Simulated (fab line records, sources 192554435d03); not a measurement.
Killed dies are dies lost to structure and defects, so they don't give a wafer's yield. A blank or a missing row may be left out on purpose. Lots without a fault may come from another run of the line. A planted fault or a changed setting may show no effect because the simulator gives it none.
Chamber matching | flow n5_finfet | N5_SDB_ALD_29 on ald_sin-04: 4 sister chambers
The step deposits SiNx, target thk 30 nm, pulse time 1 s, ald cycles 600. 8 wafers are shown with their chamber, then 8 later ones without.

WAFERS WITH THEIR CHAMBER
wafer  | chamber | heater_power_w (W) | precursor_pulse_height_rel
L076.1 | 3       | 873                | 0.994
L080.1 | 1       | 825                | 0.990
L080.3 | 0       | 711                | 0.994
L080.4 | 3       | 873                | 1.004
L084.1 | 2       | 882                | 0.985
L084.5 | 0       | 712                | 1.009
L084.6 | 1       | 856                | 0.998
L091.1 | 2       | 907                | 1.005

WAFERS WITHOUT THEIR CHAMBER
wafer  | heater_power_w (W) | precursor_pulse_height_rel
L091.4 | 828                | 1.000
L091.5 | 876                | 0.975
L092.1 | 843                | 1.042
L092.2 | 921                | 0.998
L092.3 | 890                | 0.966
L095.2 | 790                | 1.002
L095.4 | 862                | 0.997
L095.6 | 844                | 1.030

WHICH CHAMBER EACH WENT THROUGH
wafer  | from the rows above          | in truth
L091.4 | 1                            | 1
L091.5 | can't be placed: 2 or 3 or 1 | 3
L092.1 | can't be placed: 3 or 1 or 2 | 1
L092.2 | can't be placed: 2 or 3      | 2
L092.3 | can't be placed: 2 or 3 or 1 | 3
L095.2 | can't be placed: 1 or 0      | 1
L095.4 | can't be placed: 3 or 1 or 2 | 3
L095.6 | can't be placed: 1 or 3 or 2 | 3
Placed correctly: 1 of 8. Can't be placed from these rows: 7 (the true chamber is among the candidates in 7). Placed wrongly: 0.
How it was worked out, from the rows above alone: a wafer's distance from a chamber is the root of the sum, over the readings, of the square of ((its reading less the chamber's mean) divided by the reading's scatter). The wafer belongs to the nearest chamber; if the next one is less than 2 further off, it can't be placed. A chamber's mean is the mean of its shown wafers. The scatter: the root of (the sum of the squares of (reading less its chamber's mean) over the shown wafers, divided by (wafers less chambers)).
